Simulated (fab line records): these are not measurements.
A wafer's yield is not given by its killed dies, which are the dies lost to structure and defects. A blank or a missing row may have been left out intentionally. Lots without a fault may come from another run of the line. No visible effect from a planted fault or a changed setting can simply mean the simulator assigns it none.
What tool caused it? + flow nand_harc + 36 wafers from 12 lots sampled at 6 of the route's 1302 steps

## WHAT THE GAUGES SHOWED, per wafer
NHARC_A_ONON_D2_THK_MEAS_14: measures by ellipsometry. Usual: thk_nm 1002 nm, standard deviation 10.
| lot  | measured     | on            | thk_nm (nm)    | flag |
|------|--------------|---------------|----------------|------|
| L562 | day 12 09:08 | film_metro-01 | 1022 1021 1023 |      |
| L563 | day 12 18:50 | film_metro-01 | 995 993 994    |      |
| L566 | day 13 23:33 | film_metro-01 | 1005 1004 1005 |      |
| L568 | day 14 16:29 | film_metro-02 | 999 999 998    |      |
| L567 | day 14 16:27 | film_metro-01 | 1000 1002 999  |      |
| L569 | day 15 12:05 | film_metro-02 | 984 985 982    |      |
| L571 | day 16 01:59 | film_metro-02 | 1011 1011 1009 |      |
| L572 | day 16 21:14 | film_metro-01 | 997 998 1000   |      |
| L575 | day 17 16:14 | film_metro-01 | 996 997 998    |      |
| L578 | day 19 12:11 | film_metro-02 | 999 998 997    |      |
| L584 | day 21 22:10 | film_metro-02 | 995 1603 993   | OFF  |
| L585 | day 22 00:53 | film_metro-02 | 1002 1611 1002 | OFF  |

NHARC_END_SORT_01. Usual: killed_at_array 49, standard deviation 18; killed_at_other 0.7, standard deviation 1.1; killed_at_periphery 4.0, standard deviation 2.6; killed_dies 54, standard deviation 19; killed_open 3.4, standard deviation 1.7; killed_short 2.5, standard deviation 1.7.
| lot  | measured     | on        | killed_at_array | killed_at_other | killed_at_periphery | killed_dies | killed_open | killed_short | flag |
|------|--------------|-----------|-----------------|-----------------|---------------------|-------------|-------------|--------------|------|
| L566 | day 25 14:19 | prober-02 | 62 66 58        | 0 2 0           | 2 3 2               | 64 71 60    | 3 3 2       | 3 3 2        |      |
| L571 | day 27 22:13 | prober-01 | 42 26 36        | 3 1 1           | 1 5 6               | 46 32 43    | 1 3 5       | 1 0 2        |      |
| L584 | day 33 17:06 | prober-02 | 62 675 46       | 0 0 0           | 3 2 3               | 65 677 49   | 3 2 2       | 4 1 4        | OFF  |
| L585 | day 34 00:10 | prober-01 | 16 673 32       | 1 0 0           | 5 4 5               | 22 677 37   | 4 3 5       | 3 2 7        | OFF  |

## EACH LOT AND THE TOOL THAT RAN IT (in order: tool; ch and the chambers of the sampled wafers; start)
| lot  | NHARC_A_CHANNEL_FILL_D1_STRIP_29              | NHARC_A_ONON_D2_DEP_12           | NHARC_A_ONON_D2_DEP_33          | NHARC_A_CHANNEL_HOLE_D2_DEP_01  |
|------|-----------------------------------------------|----------------------------------|---------------------------------|---------------------------------|
| L562 | rie_diel-07 ch 2,3, day 12 08:44 or earlier   | pecvd_onon-02 ch 0, day 12 08:44 | pecvd-02 ch 1,2, day 12 19:50   | pecvd-02 ch 0,1,2, day 12 22:16 |
| L563 | rie_diel-10 ch 0,1,3, day 12 18:20 or earlier | pecvd_onon-01 ch 0, day 12 18:20 | pecvd-02 ch 0,1,2, day 13 04:35 | pecvd-02 ch 0,1, day 13 07:04   |
| L566 | rie_diel-11 ch 1,2,3, day 12 02:49            | pecvd_onon-02 ch 0, day 13 23:02 | pecvd-02 ch 0,1, day 14 09:16   | pecvd-04 ch 1,2, day 14 11:46   |
| L568 | rie_diel-07 ch 0,2,3, day 14 16:05 or earlier | pecvd_onon-02 ch 0, day 14 16:05 | pecvd-02 ch 0,1, day 15 02:16   | pecvd-04 ch 0,1,2, day 15 04:44 |
| L567 | rie_diel-10 ch 2,3, day 14 16:00 or earlier   | pecvd_onon-04 ch 0, day 14 16:00 | pecvd-04 ch 0,2, day 15 02:11   | pecvd-02 ch 0,2, day 15 04:46   |
| L569 | rie_diel-10 ch 0,3, day 15 11:44 or earlier   | pecvd_onon-01 ch 0, day 15 11:44 | pecvd-02 ch 0,1,2, day 15 23:25 | pecvd-02 ch 0,1,2, day 16 01:50 |
| L571 | rie_diel-07 ch 1,2, day 16 01:31 or earlier   | pecvd_onon-02 ch 0, day 16 01:31 | pecvd-04 ch 0,2, day 16 09:02   | pecvd-04 ch 0,2, day 16 13:04   |
| L572 | rie_diel-07 ch 0,2,3, day 16 20:43 or earlier | pecvd_onon-02 ch 0, day 16 20:43 | pecvd-03 ch 0,2, day 17 06:55   | pecvd-01 ch 0,1,2, day 17 09:22 |
| L575 | rie_diel-11 ch 0,1, day 17 15:47 or earlier   | pecvd_onon-02 ch 0, day 17 15:47 | pecvd-03 ch 0,1,2, day 18 06:00 | pecvd-01 ch 0,2, day 18 10:04   |
| L578 | rie_diel-11 ch 1,2,3, day 19 11:40 or earlier | pecvd_onon-02 ch 0, day 19 11:40 | pecvd-03 ch 0,1, day 20 00:05   | pecvd-02 ch 0,1,2, day 20 02:38 |
| L584 | rie_diel-07 ch 0,1,2, day 21 21:49 or earlier | pecvd_onon-02 ch 0, day 21 21:49 | pecvd-03 ch 0,1,2, day 22 08:01 | pecvd-01 ch 0,1, day 22 10:28   |
| L585 | rie_diel-11 ch 0,3, day 22 00:30 or earlier   | pecvd_onon-02 ch 0, day 22 00:30 | pecvd-02 ch 1,2, day 22 08:14   | pecvd-04 ch 1, day 22 10:42     |
- NHARC_A_CHANNEL_FILL_D1_STRIP_29: strips in O2, time 20 s.
- NHARC_A_ONON_D2_DEP_12: target thk 1000 nm.
- NHARC_A_ONON_D2_DEP_33: deposits SiO2, target thk 200 nm.
- NHARC_A_CHANNEL_HOLE_D2_DEP_01: deposits SiON, target thk 140 nm.

## WHAT THE TOOLS THEMSELVES READ (means of the sampled wafers that have a number; where no wafer has one, the mark that the record gives instead)
NHARC_A_CHANNEL_FILL_D1_STRIP_29. Usual: drypump_motor_current_A 5.6 A, standard deviation 0.47; oes_product_au 0.999 a.u., standard deviation 0.009; rf_vpp_V 57.6 V, standard deviation 0.87; showerhead_plenum_p_Torr 3.43 Torr, standard deviation 0.11; throttle_valve_pct 17.036 %, standard deviation 0.0097.
| lot  | tool        | drypump_motor_current_A (A) | oes_product_au (a.u.) | rf_vpp_V (V) | showerhead_plenum_p_Torr (Torr) | throttle_valve_pct (%) | flag |
|------|-------------|-----------------------------|-----------------------|--------------|---------------------------------|------------------------|------|
| L562 | rie_diel-07 | 5.5                         | 0.994                 | 57.4         | 3.45                            | 17.027                 |      |
| L563 | rie_diel-10 | 5.9                         | 0.997                 | 58.1         | 3.48                            | 17.035                 |      |
| L566 | rie_diel-11 | 5.4                         | 0.997                 | 58.2         | 3.39                            | 17.042                 |      |
| L568 | rie_diel-07 | 5.3                         | 0.993                 | 58.0         | 3.39                            | 17.027                 |      |
| L567 | rie_diel-10 | 5.5                         | 1.006                 | 58.4         | 3.59                            | 17.041                 |      |
| L569 | rie_diel-10 | 5.8                         | 0.997                 | 58.3         | 3.57                            | 17.044                 |      |
| L571 | rie_diel-07 | 5.9                         | 1.004                 | 57.6         | 3.45                            | 17.035                 |      |
| L572 | rie_diel-07 | 5.3                         | 0.996                 | 58.1         | 3.39                            | 17.037                 |      |
| L575 | rie_diel-11 | 5.6                         | 0.994                 | 57.7         | 3.50                            | 17.031                 |      |
| L578 | rie_diel-11 | 5.4                         | 1.008                 | 57.5         | 3.39                            | 17.033                 |      |
| L584 | rie_diel-07 | 5.8                         | 1.006                 | 58.3         | 3.40                            | 17.043                 |      |
| L585 | rie_diel-11 | 6.1                         | 1.000                 | 57.9         | 3.60                            | 17.029                 |      |

NHARC_A_ONON_D2_DEP_12. Usual: n2_flow_sccm 2751 sccm, standard deviation 8.7; nh3_flow_sccm 500.2 sccm, standard deviation 1.6.
| lot  | tool          | n2_flow_sccm (sccm) | nh3_flow_sccm (sccm) | flag |
|------|---------------|---------------------|----------------------|------|
| L562 | pecvd_onon-02 | 2752                | 499.5                |      |
| L563 | pecvd_onon-01 | 2744                | 502.2                |      |
| L566 | pecvd_onon-02 | 2745                | 498.2                |      |
| L568 | pecvd_onon-02 | 2753                | 500.0                |      |
| L567 | pecvd_onon-04 | 2746                | 499.1                |      |
| L569 | pecvd_onon-01 | 2750                | 498.6                |      |
| L571 | pecvd_onon-02 | 2758                | 500.9                |      |
| L572 | pecvd_onon-02 | 2755                | 503.0                |      |
| L575 | pecvd_onon-02 | 2755                | 500.9                |      |
| L578 | pecvd_onon-02 | 2749                | 499.6                |      |
| L584 | pecvd_onon-02 | 2756                | 499.8                |      |
| L585 | pecvd_onon-02 | 2756                | 499.2                |      |

NHARC_A_ONON_D2_DEP_33. Usual: heater_power_w 496 W, standard deviation 61; rf_fwd_power_W 897.7 W, standard deviation 2.7; throttle_valve_pct 15.9 %, standard deviation 0.52.
| lot  | tool     | heater_power_w (W) | rf_fwd_power_W (W) | throttle_valve_pct (%) | flag |
|------|----------|--------------------|--------------------|------------------------|------|
| L562 | pecvd-02 | 475                | 895.7              | 15.9                   |      |
| L563 | pecvd-02 | 463                | 897.6              | 16.1                   |      |
| L566 | pecvd-02 | 501                | 895.2              | 16.1                   |      |
| L568 | pecvd-02 | 478                | 900.0              | 15.8                   |      |
| L567 | pecvd-04 | 457                | 896.9              | 15.5                   |      |
| L569 | pecvd-02 | 493                | 896.0              | 16.3                   |      |
| L571 | pecvd-04 | 464                | 896.9              | 15.4                   |      |
| L572 | pecvd-03 | 467                | 896.7              | 15.5                   |      |
| L575 | pecvd-03 | 489                | 895.2              | 15.3                   |      |
| L578 | pecvd-03 | 508                | 899.6              | 15.4                   |      |
| L584 | pecvd-03 | 531                | 897.6              | 15.5                   |      |
| L585 | pecvd-02 | 476                | 895.8              | 16.4                   |      |

NHARC_A_CHANNEL_HOLE_D2_DEP_01. Usual: heater_power_w 708 W, standard deviation 68; rf_fwd_power_W 348.0 W, standard deviation 1.3.
| lot  | tool     | heater_power_w (W) | rf_fwd_power_W (W) | flag |
|------|----------|--------------------|--------------------|------|
| L562 | pecvd-02 | 648                | 348.0              |      |
| L563 | pecvd-02 | 638                | 349.1              |      |
| L566 | pecvd-04 | 737                | 347.5              |      |
| L568 | pecvd-04 | 735                | 348.7              |      |
| L567 | pecvd-02 | 709                | 346.9              |      |
| L569 | pecvd-02 | 649                | 348.2              |      |
| L571 | pecvd-04 | 679                | 348.6              |      |
| L572 | pecvd-01 | 767                | 347.5              |      |
| L575 | pecvd-01 | 784                | 346.6              |      |
| L578 | pecvd-02 | 691                | 347.9              |      |
| L584 | pecvd-01 | 790                | 349.0              |      |
| L585 | pecvd-04 | 804                | 348.3              |      |

## THE ANSWER, worked out from the rows above alone
Rule: lot off if the mean of its wafers having a number is beyond 3 standard deviations from the usual mean. Also off: a lot with no number at a reading for which 4 or more lots have one. The other lots that the step has rows for count as sound. First the gauges in route order, then the tools' own readings, where a lot's mean is used as printed above. The first step at which some lot is off is used, and at that step the reading that is off furthest; a lot without a number counts as furthest.
Off: L584, L585, at NHARC_A_ONON_D2_THK_MEAS_14 (thk_nm).
A tool fits if, at a process step before that reading, it ran every lot that is off, and no sound lot after the first of them. The gauges at NHARC_A_ONON_D2_THK_MEAS_14 aren't tried: what is off there is off at NHARC_END_SORT_01 too, on other tools, and a gauge's error can't cause that. Because NHARC_A_CHANNEL_FILL_D1_STRIP_29 lacks a start for some lots, the hours and order of its lots are taken from NHARC_A_ONON_D2_DEP_12. One candidate fits, namely pecvd_onon-02 at NHARC_A_ONON_D2_DEP_12. Its last sound lot is L578 (day 19 11:40), its first lot that is off L584 (day 21 21:49): a fault that began between those two fits.

## WHAT THE SIMULATOR HAD INSERTED
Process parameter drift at NHARC_A_ONON_D2_DEP_12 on pecvd_onon-02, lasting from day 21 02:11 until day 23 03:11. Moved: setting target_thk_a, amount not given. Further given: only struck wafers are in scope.
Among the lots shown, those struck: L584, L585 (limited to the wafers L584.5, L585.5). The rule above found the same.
